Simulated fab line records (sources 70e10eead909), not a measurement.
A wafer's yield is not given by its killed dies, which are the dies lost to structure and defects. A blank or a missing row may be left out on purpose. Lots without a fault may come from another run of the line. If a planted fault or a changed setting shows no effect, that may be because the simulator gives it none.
fab line records | flow nand_harc
[record] lots = 12 wafers = 36 last_day = 24
route steps=1159 shown P_ZERO_WELL@18 P_STI@88
lots that met no fault: from a run of the same line without faults
start_h: start of the lot's first displayed wafer, in hours after the record's first day | wait_h: time in hours since the lot's previous step | " repeats the value in the row above | L1.1+2: several wafers, shown together as one row | - no value, or no start given | * or withheld: withheld | < > ~ a bound
route shown NAME@n: NAME is a module with steps in the file, n the number in the route of the first one | usual: mean/standard deviation taken from wafers without a fault | same: alike in all rows | chamber/n: place in a boat | sites: the reading at each site | _std_site: the values' standard deviation | _edge_site: mean of outer sites minus mean of inner sites | radius_mm: how far each site lies from the wafer's centre | mask NAME#n: copy n | behind: the last tool/chamber to shape the wafer | hold: reason for holding the lot/hours on hold/outcome of the hold | device: names the non-switching transistor (n, p or np) | end of line: at the end of the route, the tests of the same wafers | a step with no rows: only its recipe | killed: count of dies lost to structure and defects at first sort (not the wafer's yield) | map: shows each die of a wafer: x if killed, . if not, _ if none is there
set.NAME: setting as actually run; set.NAME@STEP: the setting as run at that earlier step | model.NAME: the simulator's own value behind a step, which no gauge read
one table for each step of the route and one row for each wafer, over a sample of lots
services: when a tool's chamber went out of use (start_h, in hours from the record's first day, below 0 if earlier), for how many hours, and the reason
[[steps]]
[step NHARC_P_ZERO_WELL_ETCH_62]
[recipe] target_depth_a = 130 time_s = 6.5 chf3_flow_sccm = 50 ar_flow_sccm = 200 rf_w = 500 bias_w = 200 chemistry = CHF3/Ar
[usual] drypump_motor_current_A = 5.8/0.56 oes_product_au = 0.961/0.018 rf_vpp_V = 371.2/2.3 showerhead_plenum_p_Torr = 2.37/0.097 throttle_valve_pct = 20.218/0.0091
[same] time_s = 6.5
// columns lot.wafer tool chamber start_h wait_h drypump_motor_current_A oes_product_au rf_hours_counter_h rf_vpp_V showerhead_plenum_p_Torr throttle_valve_pct
L793.1 rie_diel-10 3 - - 5.0 0.972 1.0 374.3 2.51 20.223
L793.2 " 1 " " 5.7 0.938 1.2 369.3 2.28 20.215
L793.6 " 3 " " 5.0 0.973 - 375.9 2.51 20.216
L794.4 rie_diel-10 1 - - 5.7 0.956 2.1 369.4 2.28 20.213
L794.2 " 0 " " 5.8 0.973 1.7 369.2 2.27 20.222
L794.5 " 2 " " 5.3 0.961 - 368.4 2.25 20.210
L795.1 rie_diel-03 1 - - 6.1 0.986 11.9 368.9 2.24 20.212
L795.5 " 3 " " 6.4 0.996 - 371.3 2.30 20.224
L795.6 " 0 " " 5.6 0.970 - 374.2 2.53 20.229
L799.4 rie_diel-10 2 - - 5.3 0.948 4.5 368.1 2.25 20.224
L799.5 " 0 " " 5.8 0.958 - 368.2 2.27 20.210
L799.6 " 1 " " 5.7 0.918 - 368.3 2.28 20.218
L800.2 rie_diel-10 0 - - 5.8 0.979 4.0 368.3 2.27 20.216
L800.6 " 0 " " 5.8 0.967 - 369.1 2.27 20.208
L800.5 " 1 " " 5.7 0.940 - 368.9 2.28 20.225
L801.2 rie_diel-10 3 - - 5.0 0.980 5.2 374.3 2.51 20.214
L801.3 " 2 " " 5.3 0.972 5.6 368.6 2.25 20.208
L801.5 " 0 " " 5.8 0.977 - 368.8 2.27 20.212
L804.1 rie_diel-03 1 - - 6.1 0.977 2.5 367.6 2.24 20.209
L804.6 " 2 " " 5.3 0.972 - 371.7 2.41 20.227
L804.5 " 3 " " 6.4 0.963 - 370.0 2.30 20.210
L805.3 rie_diel-11 3 - - 6.6 0.927 4.5 371.9 2.41 20.222
L805.1 " 0 " " 4.9 0.935 3.4 373.3 2.49 20.228
L805.6 " 3 " " 6.6 0.945 - 371.9 2.41 20.211
L806.2 rie_diel-03 0 - - 5.6 0.993 4.5 374.8 2.52 20.199
L806.5 " 2 " " 5.3 0.967 - 371.5 2.40 20.202
L806.6 " 3 " " 6.4 0.956 - 368.4 2.30 20.203
L811.2 rie_diel-11 0 - - 4.9 0.962 5.9 374.6 2.49 20.240
L811.6 " 0 " " 4.8 0.962 - 373.7 2.49 20.212
L811.5 " 3 " " 6.6 0.944 - 371.1 2.41 20.216
L812.1 rie_diel-11 2 - - 6.5 0.943 6.6 370.9 2.38 20.212
L812.3 " 1 " " 5.8 0.971 6.8 371.8 2.43 20.227
L812.6 " 3 " " 6.6 0.946 - 372.1 2.41 20.212
L814.3 rie_diel-11 0 - - 4.9 0.968 6.7 372.5 2.49 20.223
L814.4 " 3 " " 6.6 0.955 7.8 370.4 2.41 20.221
L814.6 " 0 " " 4.9 0.972 - 372.3 2.49 20.202
[step NHARC_P_ZERO_WELL_PEB_35]
[recipe] peb_temp_c = 118 peb_time_s = 85
[usual] heater_power_total_W = 163.96/0.25 plate_temp_C = 118.03/0.12
// columns lot.wafer tool chamber start_h wait_h heater_power_total_W plate_temp_C
L793.1 litho_track-07 0 27.89 0.1 163.73 118.17
L793.2 " 0 " " 164.07 118.16
L793.6 " 0 " " 163.85 117.93
L794.2 litho_track-07 0 34.17 0.1 163.69 118.11
L794.4 " 0 " " 163.88 118.02
L794.5 " 0 " " 164.28 117.91
L795.1 litho_track-07 0 40.17 0.1 164.27 117.94
L795.5 " 0 " " 164.27 117.88
L795.6 " 0 " " 164.06 118.03
L799.4 litho_track-02 0 64.01 0.0 164.39 118.17
L799.5 " 0 " " 163.68 118.14
L799.6 " 0 " " 163.74 118.00
L800.2 litho_track-07 0 70.03 0.1 163.64 117.99
L800.5 " 0 " " 164.38 118.06
L800.6 " 0 " " 164.24 118.14
L801.2 litho_track-03 0 76.13 0.1 163.79 118.03
L801.3 " 0 " " 163.70 117.96
L801.5 " 0 " " 163.71 118.10
L804.1 litho_track-07 0 94.00 0.1 164.04 118.05
L804.5 " 0 " " 163.71 118.08
L804.6 " 0 " " 163.91 118.16
L805.1 litho_track-03 0 100.04 0.1 163.91 118.04
L805.3 " 0 " " 163.99 118.01
L805.6 " 0 " " 164.07 117.85
L806.2 litho_track-02 0 106.15 0.1 163.68 118.02
L806.5 " 0 " " 163.63 117.86
L806.6 " 0 " " 163.73 118.08
L811.2 litho_track-03 0 135.94 0.1 178.94 125.74
L811.5 " 0 " " 179.06 125.92
L811.6 " 0 " " 178.51 125.97
L812.1 litho_track-03 0 142.14 0.1 177.92 126.02
L812.3 " 0 " " 178.36 125.92
L812.6 " 0 " " 178.91 125.91
L814.3 litho_track-03 0 154.02 0.1 178.92 125.77
L814.4 " 0 " " 178.22 125.72
L814.6 " 0 " " 178.03 125.74
[step NHARC_P_ZERO_WELL_CD_MEAS_37]
[recipe] target_cd_nm = 720 landing_energy_ev = 500
[usual] cd_nm = 720.3/2.2
// columns lot.wafer tool chamber start_h wait_h cd_nm
L793.1 cd_sem-03 0 27.98 - 720.2
L793.2 " 0 " " 719.5
L793.6 " 0 " " 723.7
L794.2 cd_sem-02 0 34.27 - 722.4
L794.4 " 0 " " 718.2
L794.5 " 0 " " 720.0
L795.1 cd_sem-03 0 40.26 - 718.9
L795.5 " 0 " " 717.3
L795.6 " 0 " " 717.8
L799.4 cd_sem-01 0 64.11 - 722.0
L799.5 " 0 " " 718.1
L799.6 " 0 " " 717.7
L800.2 cd_sem-02 0 70.12 - 718.7
L800.5 " 0 " " 718.9
L800.6 " 0 " " 723.3
L801.2 cd_sem-01 0 76.22 - 723.2
L801.3 " 0 " " 723.2
L801.5 " 0 " " 721.8
L804.1 cd_sem-02 0 94.09 - 718.7
L804.5 " 0 " " 720.4
L804.6 " 0 " " 719.1
L805.1 cd_sem-01 0 100.13 - 720.3
L805.3 " 0 " " 720.9
L805.6 " 0 " " 720.3
L806.2 cd_sem-03 0 106.24 - 718.2
L806.5 " 0 " " 719.6
L806.6 " 0 " " 719.7
L811.2 cd_sem-02 0 136.04 - 730.7
L811.5 " 0 " " 726.0
L811.6 " 0 " " 728.7
L812.1 cd_sem-01 0 142.23 - 727.4
L812.3 " 0 " " 728.6
L812.6 " 0 " " 730.3
L814.3 cd_sem-01 0 154.12 - 728.0
L814.4 " 0 " " 731.3
L814.6 " 0 " " 729.5
[step NHARC_P_STI_ETCH_42]
[recipe] target_depth_a = 800 overetch_a = 240 time_s = 61 ion_energy_ev = 200 n2_flow_sccm = 150 h2_flow_sccm = 150 ar_flow_sccm = 0 rf_w = 400 bias_w = 150 chemistry = N2/H2
[usual] drypump_motor_current_A = 5.7/0.46 oes_product_au = 0.995/0.013 rf_vpp_V = 431.7/2.9 showerhead_plenum_p_Torr = 2.09/0.099 throttle_valve_pct = 14.172/0.0095
[same] time_s = 61
// columns lot.wafer tool chamber start_h wait_h drypump_motor_current_A oes_product_au rf_hours_counter_h rf_vpp_V showerhead_plenum_p_Torr throttle_valve_pct
L793.1 rie_diel-09 2 43.61 0.1 6.0 0.983 5 427.1 1.92 14.181
L793.2 " 3 " " 5.6 0.986 5 434.0 2.18 14.186
L793.6 " 3 " " 5.6 1.000 - 434.1 2.18 14.185
L794.4 rie_diel-09 3 53.28 0.1 5.6 0.991 5 435.2 2.18 14.179
L794.2 " 0 " " 5.0 0.994 5 433.4 2.14 14.173
L794.5 " 1 " " 6.1 0.991 - 427.4 1.92 14.170
L795.1 rie_diel-09 3 60.32 0.1 5.6 0.993 5 433.8 2.18 14.184
L795.5 " 2 " " 6.0 1.001 - 428.0 1.92 14.184
L795.6 " 3 " " 5.7 0.994 - 434.3 2.18 14.165
L799.4 rie_diel-05 2 80.93 0.1 5.3 0.993 5 429.1 2.00 14.174
L799.5 " 3 " " 5.7 0.992 - 430.2 2.06 14.172
L799.6 " 0 " " 5.5 0.987 - 433.4 2.13 14.155
L800.2 rie_diel-09 1 89.38 0.1 6.1 1.003 0 428.1 1.92 14.155
L800.6 " 3 " " 5.6 0.980 - 433.6 2.18 14.169
L800.5 " 0 " " 5.0 1.007 - 433.4 2.14 14.159
L801.3 rie_diel-09 2 95.21 0.1 6.0 1.008 0 427.6 1.92 14.178
L801.2 " 0 " " 5.0 1.016 0 433.5 2.14 14.181
L801.5 " 2 " " 6.0 0.995 - 427.1 1.92 14.163
L804.1 rie_diel-05 2 109.37 0.1 5.3 0.995 7 429.9 2.00 14.178
L804.6 " 0 " " 5.5 1.003 - 432.4 2.13 14.163
L804.5 " 1 " " 6.7 1.029 - 435.2 2.19 14.160
L805.1 rie_diel-12 2 122.09 0.1 5.2 0.989 2 432.9 2.11 14.178
L805.3 " 1 " " 6.2 0.998 2 434.4 2.17 14.159
L805.6 " 2 " " 5.2 0.983 - 432.1 2.11 14.189
L806.2 rie_diel-12 3 125.47 0.1 5.3 0.983 2 433.3 2.11 14.164
L806.6 " 0 " " 5.4 0.979 - 433.1 2.18 14.178
L806.5 " 1 " " 6.2 1.003 - 435.2 2.17 14.169
L811.2 rie_diel-12 1 152.84 0.1 6.2 1.000 3 434.6 2.17 14.175
L811.5 " 0 " " 5.4 0.983 - 434.3 2.18 14.170
L811.6 " 1 " " 6.2 0.995 - 433.1 2.17 14.182
L812.1 rie_diel-05 1 161.71 0.1 6.6 1.019 12 433.9 2.19 14.171
L812.3 " 2 " " 5.4 1.004 11 428.5 1.99 14.173
L812.6 " 0 " " 5.5 0.989 - 432.3 2.13 14.166
L814.4 rie_diel-05 3 173.18 0.1 5.7 1.005 0 431.6 2.06 14.178
L814.3 " 2 " " 5.3 1.008 0 429.3 2.00 14.181
L814.6 " 0 " " 5.5 0.984 - 432.4 2.13 14.163
[step NHARC_P_STI_CMP_21]
[recipe] t_overpolish_s = 20 target_thk_nm = 380.67
[usual] motor_current_A = 12.1/0.77 overpolish_run_s = 20.000/0.0095
// columns lot.wafer tool chamber start_h wait_h motor_current_A overpolish_run_s
L793.2 cmp-04 2 64.58 0.4 11.4 20.000
L793.1 " 3 " " 11.7 20.012
L793.6 " 1 " " 12.2 19.985
L794.4 cmp-03 0 77.39 0.4 12.1 19.990
L794.2 " 1 " " 11.6 20.000
L794.5 " 1 " " 12.3 19.984
L795.1 cmp-04 0 82.04 0.4 12.4 19.992
L795.5 " 1 " " 12.0 19.995
L795.6 " 2 " " 11.5 20.010
L799.4 cmp-03 2 100.55 0.4 13.7 20.007
L799.6 " 3 " " 13.5 19.989
L799.5 " 0 " " 12.2 19.995
L800.2 cmp-03 1 107.89 0.4 12.1 20.003
L800.5 " 0 " " 11.5 19.999
L800.6 " 1 " " 11.4 20.004
L801.3 cmp-04 1 116.82 0.4 12.3 20.014
L801.2 " 2 " " 12.0 20.001
L801.5 " 3 " " 11.2 20.004
L804.1 cmp-03 2 133.21 0.4 12.8 20.000
L804.5 " 0 " " 12.2 19.991
L804.6 " 1 " " 11.7 19.993
L805.3 cmp-04 0 141.47 0.4 13.4 20.005
L805.1 " 2 " " 11.9 20.012
L805.6 " 3 " " 11.6 19.982
L806.2 cmp-03 2 141.47 0.4 13.8 19.999
L806.6 " 1 " " 12.3 20.007
L806.5 " 2 " " 14.0 20.000
L811.2 cmp-03 3 173.23 0.4 12.5 19.994
L811.6 " 1 " " 12.0 20.008
L811.5 " 2 " " 12.6 19.999
L812.1 cmp-03 3 182.49 0.4 13.1 20.005
L812.3 " 0 " " 11.3 20.000
L812.6 " 0 " " 11.9 19.997
L814.4 cmp-01 0 188.31 0.4 10.4 19.999
L814.3 " 2 " " 11.9 20.007
L814.6 " 0 " " 10.6 20.009
[[services]]
// columns tool chamber start_h hours kind
cmp-03 - 3.20 0.2 repair
cmp-04 - 7.16 4.0 pm
rie_diel-11 - 12.50 9.0 pm
litho_track-07 - 14.03 7.0 pm
rie_diel-05 2 32.51 5.7 repair
litho_track-03 - 38.00 7.0 pm
cmp-04 - 49.15 0.5 repair
rie_diel-05 2 52.92 21.8 repair
rie_diel-11 0 56.40 16.5 repair
cmp-03 - 58.00 4.0 pm
rie_diel-09 - 77.10 9.0 pm
cmp-03 - 87.09 2.4 repair
rie_diel-09 3 100.99 4.0 repair
rie_diel-11 - 101.03 0.3 repair
cmp-04 - 104.48 0.5 repair
cmp-04 - 105.16 4.0 pm
rie_diel-11 2 128.29 6.4 repair
cmp-03 - 156.00 4.0 pm
rie_diel-09 3 158.63 4.4 repair
rie_diel-10 2 161.02 4.8 repair
cmp-03 - 164.57 2.1 repair
rie_diel-10 0 165.64 6.9 repair
cmp-03 - 174.44 0.8 repair
rie_diel-10 - 176.50 9.0 pm
[[key]]
[first_sign] step = NHARC_P_ZERO_WELL_PEB_35 reading = plate_temp_C direction = up sigmas = 65 usual = * struck = *
[effect] step = NHARC_P_ZERO_WELL_PEB_35 reading = heater_power_total_W direction = up sigmas = 57 usual = * struck = *
[effect] step = NHARC_P_ZERO_WELL_CD_MEAS_37 reading = cd_nm direction = up sigmas = 4 usual = 720.3 struck = 728.9
met_at NHARC_P_ZERO_WELL_PEB_35
struck_lots L811,L812,L814
tester_left_out L811,L812,L814
not_acting_at NHARC_P_ZERO_WELL_ETCH_62,NHARC_P_STI_ETCH_42,NHARC_P_STI_CMP_21
onset_between 100.04 135.94
[fault] kind = process_parameter_drift tool = litho_track-03 chamber = - onset_h = 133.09 steps = NHARC_P_ZERO_WELL_PEB_35 channel = peb_temp_c offset = * shape = step end_h = 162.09 acts_in = * stated = *
// tester_left_out: of these lots the tester's yield and bins aren't shown, on N5 and GAA mostly nor the transistor test; their killed dies are dies lost to structure and defects alone, not to doping, threshold or leakage, so they don't give the yield
